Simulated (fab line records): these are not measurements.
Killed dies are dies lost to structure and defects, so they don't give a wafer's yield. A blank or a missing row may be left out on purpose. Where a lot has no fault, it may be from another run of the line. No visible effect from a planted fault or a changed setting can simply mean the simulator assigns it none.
Split-lot experiment + flow n5Finfet + 39 wafers read across 7 lots, on a route 1938 steps long

SPLIT DETAILS
At N5_PASSIVATION_ETCH_54 (etches SiO2 in CHF3/O2, target depth 880 nm, time 440 s), the setting targetDepthA was moved away from the recipe's 8800 angstrom on 15 of the 39 wafers read, by +16.6% to +50.6%. For the rest of the wafers, this setting stayed at what the recipe calls for.

The split's own step is where the reading is taken.

THE READING
etch.depthNm (the simulator's own value, which no gauge read), in nm, at N5_PASSIVATION_ETCH_54 (etches SiO2 in CHF3/O2, target depth 880 nm, time 440 s). The file does not state a usual value for it. Here, 24 wafers ran the recipe; their average is 868.9 nm with a standard deviation of 9.9 nm.

| wafer  | tool, chamber at the split | targetDepthA as run, angstrom | against the recipe | etch.depthNm, nm | against lot-mates on the recipe |
|--------|----------------------------|-------------------------------|--------------------|------------------|---------------------------------|
| L078.1 | rieDiel-03, 2              | 10720                         | +21.8%             | 1051             | +179.3                          |
| L078.2 | rieDiel-03, 3              | 10720                         | +21.8%             | 1069             | +197.3                          |
| L078.3 | rieDiel-03, 1              | 10720                         | +21.8%             | 1072             | +200.3                          |
| L078.4 | rieDiel-03, 3              | 8800                          | recipe             | 872.9            | -                               |
| L078.5 | rieDiel-03, 1              | 8800                          | recipe             | 874.1            | -                               |
| L078.6 | rieDiel-03, 2              | 8800                          | recipe             | 868.2            | -                               |
| L082.1 | rieDiel-05, 3              | 13250                         | +50.6%             | 1313             | +454.3                          |
| L082.2 | rieDiel-05, 2              | 8800                          | recipe             | 850.5            | -                               |
| L082.3 | rieDiel-05, 1              | 13250                         | +50.6%             | 1355             | +496.3                          |
| L082.4 | rieDiel-05, 0              | 8800                          | recipe             | 863.2            | -                               |
| L082.5 | rieDiel-05, 0              | 8800                          | recipe             | 862.4            | -                               |
| L082.6 | rieDiel-05, 3              | 13250                         | +50.6%             | 1328             | +469.3                          |
| L081.1 | rieDiel-05, 3              | 8800                          | recipe             | 878.9            | -                               |
| L081.2 | rieDiel-05, 0              | 12670                         | +44.0%             | 1236             | +360.6                          |
| L081.3 | rieDiel-05, 1              | 8800                          | recipe             | 895.1            | -                               |
| L081.4 | rieDiel-05, 2              | 12670                         | +44.0%             | 1226             | +350.6                          |
| L081.5 | rieDiel-05, 2              | 8800                          | recipe             | 852.2            | -                               |
| L081.6 | rieDiel-05, 1              | 12670                         | +44.0%             | 1291             | +415.6                          |
| L083.1 | rieDiel-03, 0              | 8800                          | recipe             | 864.6            | -                               |
| L083.2 | rieDiel-03, 3              | 8800                          | recipe             | 876              | -                               |
| L083.3 | rieDiel-03, 1              | 11720                         | +33.2%             | 1163             | +294.2                          |
| L083.4 | rieDiel-03, 2              | 8800                          | recipe             | 865.7            | -                               |
| L083.5 | rieDiel-03, 3              | 11720                         | +33.2%             | 1167             | +298.2                          |
| L083.6 | rieDiel-03, 2              | 11720                         | +33.2%             | 1156             | +287.2                          |
| L087.1 | rieDiel-05, 2              | 8800                          | recipe             | 887.3            | -                               |
| L087.2 | rieDiel-05, 3              | 8800                          | recipe             | 869.4            | -                               |
| L087.5 | rieDiel-05, 0              | 8800                          | recipe             | 865.3            | -                               |
| L090.1 | rieDiel-03, 0              | 8800                          | recipe             | 867.9            | -                               |
| L090.2 | rieDiel-03, 3              | 8800                          | recipe             | 877.7            | -                               |
| L090.3 | rieDiel-03, 2              | 8800                          | recipe             | 866.7            | -                               |
| L090.4 | rieDiel-03, 1              | 10260                         | +16.6%             | 1020             | +149.2                          |
| L090.5 | rieDiel-03, 0              | 10260                         | +16.6%             | 1004             | +133.2                          |
| L090.6 | rieDiel-03, 1              | 10260                         | +16.6%             | 1023             | +152.2                          |
| L093.1 | rieDiel-03, 3              | 8800                          | recipe             | 877.3            | -                               |
| L093.2 | rieDiel-03, 1              | 8800                          | recipe             | 867.3            | -                               |
| L093.3 | rieDiel-03, 2              | 8800                          | recipe             | 858.2            | -                               |
| L093.4 | rieDiel-03, 0              | 8800                          | recipe             | 859.4            | -                               |
| L093.5 | rieDiel-03, 0              | 8800                          | recipe             | 863              | -                               |
| L093.6 | rieDiel-03, 1              | 8800                          | recipe             | 869.6            | -                               |

THE FIT
A straight line over all 39 wafers: etch.depthNm changes by +8.94 nm for each +1% of targetDepthA; r = +1.00; the points scatter about the line by 14 nm.
The same after taking each lot's own level away (the mean of its wafers on the recipe; 39 wafers): +8.97 nm for each +1%; r = +1.00; scatter 15 nm.
Per that fit: largest targetDepthA move, reading shift of 4.5e+02 nm.
From 858.70 to 875.40 nm: that is the span of the lots' own levels, equal to 1.7 times the standard deviation above.
So the lot-to-lot level changes the slope little: the two slopes agree.
Check: for one of the wafers moved furthest among these (+50.6%), held out of the fit, the line's prediction against its lot-mates is +453 nm. It came out at +454 nm against them.

THESE WAFERS: OTHER SPLITS
Before the reading, these wafers also passed through other splits. Each is held against what the fit with the lots' levels taken away leaves over:
| other split on the same wafers    | wafers away from the commonest value | r with etch.depthNm (lot level and that fit taken away) |
|-----------------------------------|--------------------------------------|---------------------------------------------------------|
| N5_BEOL_M12_ILD_DEP_00 targetThkA | 12                                   | +0.08                                                   |

THE WHOLE CHAIN: every reading that the file lists as answering this split, in the file's order
| step                   | what it does                                            | reading                                                                     | change (the file's fit)              | r (the file's) |
|------------------------|---------------------------------------------------------|-----------------------------------------------------------------------------|--------------------------------------|----------------|
| N5_PASSIVATION_ETCH_54 | etches SiO2 in CHF3/O2, target depth 880 nm, time 440 s | PASSIVATION.featureDepthNm (the simulator's own value, which no gauge read) | +8.95 nm for each +1% of the setting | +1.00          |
| N5_PASSIVATION_ETCH_54 | etches SiO2 in CHF3/O2, target depth 880 nm, time 440 s | etch.depthNm (the simulator's own value, which no gauge read)               | +8.95 nm for each +1% of the setting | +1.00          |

THE FILE'S OWN FIT
etch.depthNm changes by +8.95 nm for each +1% of targetDepthA, r = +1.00.
